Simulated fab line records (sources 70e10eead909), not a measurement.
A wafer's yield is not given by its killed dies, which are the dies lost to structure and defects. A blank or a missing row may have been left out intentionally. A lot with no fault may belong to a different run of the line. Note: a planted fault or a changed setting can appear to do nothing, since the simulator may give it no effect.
Matching of chambers :: flow nandHarc :: rieDiel-04 running NHARC_A_CONTACT_ETCH_90: 4 sister chambers
The step etches the open film in CH3F/O2, target depth 40 nm, time 85.7 s. 14 wafers are shown with their chamber, then 7 later ones without.

## WAFERS WITH THEIR CHAMBER
wafer: L076.1
chamber: 3
drypumpMotorCurrentA (A): 6.2
showerheadPlenumPTorr (Torr): 2.47
rfVppV (V): 244.6

wafer: L076.2
chamber: 2
drypumpMotorCurrentA (A): 5.1
showerheadPlenumPTorr (Torr): 2.32
rfVppV (V): 241.1

wafer: L076.4
chamber: 0
drypumpMotorCurrentA (A): 5.6
showerheadPlenumPTorr (Torr): 2.35
rfVppV (V): 242.9

wafer: L082.1
chamber: 1
drypumpMotorCurrentA (A): 5.9
showerheadPlenumPTorr (Torr): 2.39
rfVppV (V): 243.9

wafer: L082.2
chamber: 2
drypumpMotorCurrentA (A): 5.1
showerheadPlenumPTorr (Torr): 2.31
rfVppV (V): 241.3

wafer: L082.4
chamber: 0
drypumpMotorCurrentA (A): 5.6
showerheadPlenumPTorr (Torr): 2.35
rfVppV (V): 242.5

wafer: L086.3
chamber: 3
drypumpMotorCurrentA (A): 6.1
showerheadPlenumPTorr (Torr): 2.46
rfVppV (V): 243.9

wafer: L086.5
chamber: 3
drypumpMotorCurrentA (A): 6.2
showerheadPlenumPTorr (Torr): 2.46
rfVppV (V): 245.7

wafer: L086.6
chamber: 2
drypumpMotorCurrentA (A): 5.1
showerheadPlenumPTorr (Torr): 2.31
rfVppV (V): 242.0

wafer: L087.1
chamber: 2
drypumpMotorCurrentA (A): 5.1
showerheadPlenumPTorr (Torr): 2.31
rfVppV (V): 242.8

wafer: L087.2
chamber: 1
drypumpMotorCurrentA (A): 5.9
showerheadPlenumPTorr (Torr): 2.38
rfVppV (V): 243.1

wafer: L087.5
chamber: 2
drypumpMotorCurrentA (A): 5.1
showerheadPlenumPTorr (Torr): 2.31
rfVppV (V): 243.3

wafer: L088.3
chamber: 0
drypumpMotorCurrentA (A): 5.6
showerheadPlenumPTorr (Torr): 2.34
rfVppV (V): 242.1

wafer: L088.4
chamber: 1
drypumpMotorCurrentA (A): 5.8
showerheadPlenumPTorr (Torr): 2.38
rfVppV (V): 242.7

SIGNATURES (averages over the wafers above)
reading: drypumpMotorCurrentA
chamber 0: 5.600
chamber 1: 5.867
chamber 2: 5.100
chamber 3: 6.167
scatter within a chamber: 0.0365

reading: showerheadPlenumPTorr
chamber 0: 2.3467
chamber 1: 2.3833
chamber 2: 2.3120
chamber 3: 2.4633
scatter within a chamber: 0.00529

reading: rfVppV
chamber 0: 242.500
chamber 1: 243.233
chamber 2: 242.100
chamber 3: 244.733
scatter within a chamber: 0.793
Rule: for a wafer and a chamber, the distance is found by dividing, reading by reading, the gap between the wafer's reading and the chamber's mean by the reading's scatter, squaring, summing and taking the root. If the next closest chamber is less than 2 further off than the closest, the wafer can't be placed; otherwise it belongs to the closest. How the scatter is found: for the shown wafers, subtract from each reading the mean of its chamber, square and add these, divide the total by (wafers less chambers), then take the root.

## WAFERS WITHOUT THEIR CHAMBER
wafer: L088.6
drypumpMotorCurrentA (A): 6.2
showerheadPlenumPTorr (Torr): 2.46
rfVppV (V): 244.9

wafer: L089.1
drypumpMotorCurrentA (A): 5.6
showerheadPlenumPTorr (Torr): 2.34
rfVppV (V): 242.6

wafer: L089.3
drypumpMotorCurrentA (A): 5.1
showerheadPlenumPTorr (Torr): 2.30
rfVppV (V): 242.8

wafer: L089.6
drypumpMotorCurrentA (A): 5.6
showerheadPlenumPTorr (Torr): 2.34
rfVppV (V): 243.5

wafer: L092.1
drypumpMotorCurrentA (A): 5.1
showerheadPlenumPTorr (Torr): 2.30
rfVppV (V): 241.8

wafer: L092.3
drypumpMotorCurrentA (A): 5.6
showerheadPlenumPTorr (Torr): 2.33
rfVppV (V): 242.3

wafer: L092.6
drypumpMotorCurrentA (A): 5.9
showerheadPlenumPTorr (Torr): 2.38
rfVppV (V): 242.3

## THE CHAMBER EACH PASSED THROUGH
wafer: L088.6
from the rows above: 3
in truth: 3

wafer: L089.1
from the rows above: 0
in truth: 0

wafer: L089.3
from the rows above: 2
in truth: 2

wafer: L089.6
from the rows above: 0
in truth: 0

wafer: L092.1
from the rows above: 2
in truth: 2

wafer: L092.3
from the rows above: 0
in truth: 0

wafer: L092.6
from the rows above: 1
in truth: 1
7 of 7 placed correctly. Left unplaced by these rows: 0. Placed wrongly: 0.
